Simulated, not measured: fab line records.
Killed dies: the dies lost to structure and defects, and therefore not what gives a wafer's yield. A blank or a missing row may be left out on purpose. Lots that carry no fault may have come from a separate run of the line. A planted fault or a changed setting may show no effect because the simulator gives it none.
Split-lot trial	flow n5Finfet	39 wafers read across 7 lots, on a route 1938 steps long

## ABOUT THE SPLIT
At N5_GATE_CUT_ETCH_58 (etches SiNx in CH3F/O2, target depth 17 nm, time 128.6 s), the setting timeS was moved away from the recipe's 128.6 s on 18 of the 39 wafers read, by -16.8% to +13.1%. This setting was run at the recipe's value on the other wafers.

The split's own step is where the reading is taken.

## THE READING
etch.depthNm (the simulator's own value, which no gauge read), in nm, at N5_GATE_CUT_ETCH_58 (etches SiNx in CH3F/O2, target depth 17 nm, time 128.6 s). No usual value for it is given in the file. The 21 wafers here that ran the recipe average 17.08 nm, standard deviation 0.59 nm.

wafer	tool, chamber at the split	timeS as run, s	against the recipe	etch.depthNm, nm	against lot-mates on the recipe
L074.3	rieDiel-03, 2	128.6	recipe	17.44	-
L074.5	rieDiel-03, 3	128.6	recipe	17.39	-
L074.6	rieDiel-03, 0	128.6	recipe	18.54	-
L078.1	rieDiel-06, 2	128.6	recipe	16.69	-
L078.2	rieDiel-06, 0	128.6	recipe	16.99	-
L078.3	rieDiel-06, 1	145.5	+13.1%	18.83	+1.95
L078.4	rieDiel-06, 3	145.5	+13.1%	19.15	+2.27
L078.5	rieDiel-06, 1	145.5	+13.1%	18.72	+1.84
L078.6	rieDiel-06, 0	128.6	recipe	16.97	-
L080.1	rieDiel-06, 0	140	+8.9%	18.34	+1.62
L080.2	rieDiel-06, 3	140	+8.9%	18.63	+1.91
L080.3	rieDiel-06, 2	128.6	recipe	16.58	-
L080.4	rieDiel-06, 1	128.6	recipe	16.57	-
L080.5	rieDiel-06, 3	128.6	recipe	17.02	-
L080.6	rieDiel-06, 2	140	+8.9%	18.17	+1.45
L081.1	rieDiel-02, 0	115.3	-10.3%	14.85	-1.95
L081.2	rieDiel-02, 3	128.6	recipe	16.9	-
L081.3	rieDiel-02, 2	115.3	-10.3%	15.11	-1.69
L081.4	rieDiel-02, 1	115.3	-10.3%	15.57	-1.23
L081.5	rieDiel-02, 2,3	128.6	recipe	16.75	-
L081.6	rieDiel-02, 2,3	128.6	recipe	16.75	-
L083.1	rieDiel-06, 2	128.6	recipe	16.58	-
L083.2	rieDiel-06, 1	114	-11.4%	14.7	-2.02
L083.3	rieDiel-06, 0	128.6	recipe	17.07	-
L083.4	rieDiel-06, 3	114	-11.4%	15.14	-1.58
L083.5	rieDiel-06, 1	114	-11.4%	14.59	-2.13
L083.6	rieDiel-06, 2	128.6	recipe	16.51	-
L086.1	rieDiel-03, 3	128.6	recipe	17.24	-
L086.2	rieDiel-03, 1	128.6	recipe	17.46	-
L086.3	rieDiel-03, 0	107	-16.8%	15.68	-2.15
L086.4	rieDiel-03, 2	107	-16.8%	14.63	-3.20
L086.5	rieDiel-03, 1	107	-16.8%	14.39	-3.44
L086.6	rieDiel-03, 0	128.6	recipe	18.8	-
L095.1	rieDiel-06, 3	128.6	recipe	17.02	-
L095.2	rieDiel-06, 2	128.6	recipe	16.86	-
L095.3	rieDiel-06, 0	142.7	+11.0%	18.78	+2.00
L095.4	rieDiel-06, 1	128.6	recipe	16.47	-
L095.5	rieDiel-06, 1	142.7	+11.0%	18.19	+1.41
L095.6	rieDiel-06, 0	142.7	+11.0%	18.95	+2.17
Rows listing several chambers each stand for several wafers; the file does not say which wafer went through which chamber.

THE FIT
A straight line over all 39 wafers: etch.depthNm changes by +0.151 nm for each +1% of timeS; r = +0.92; the points scatter about the line by 0.54 nm.
The same after taking each lot's own level away (the mean of its wafers on the recipe; 39 wafers): +0.168 nm for each +1%; r = +0.97; scatter 0.37 nm.
According to that fit, moving timeS by its largest amount changes the reading by 2.8 nm.
From 16.720 to 17.833 nm: that is the span of the lots' own levels, equal to 1.9 times the standard deviation above.
Thus the slope moves with the lot-to-lot level: the two fits are different.
Check: for one of the wafers moved furthest among these (-16.8%), held out of the fit, the line's prediction against its lot-mates is -2.92 nm. It came out at -2.15 nm against them.

## OTHER SPLITS APPLIED TO THESE WAFERS
Other splits were also applied to these wafers ahead of the reading. Each is held against what the fit with the lots' levels taken away leaves over:
other split on the same wafers	wafers away from the commonest value	r with etch.depthNm (lot level and that fit taken away)
N5_FIN_SAQP_HM_DEP_72 timeS	12	-0.05
N5_FIN_SAQP_SPACER1_ALD_24 tempC	12	-0.02
N5_DUMMY_GATE_ETCH_32 timeS	15	+0.09

## THE FILE'S OWN FIT
etch.depthNm changes by +0.168 nm for each +1% of timeS, r = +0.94.
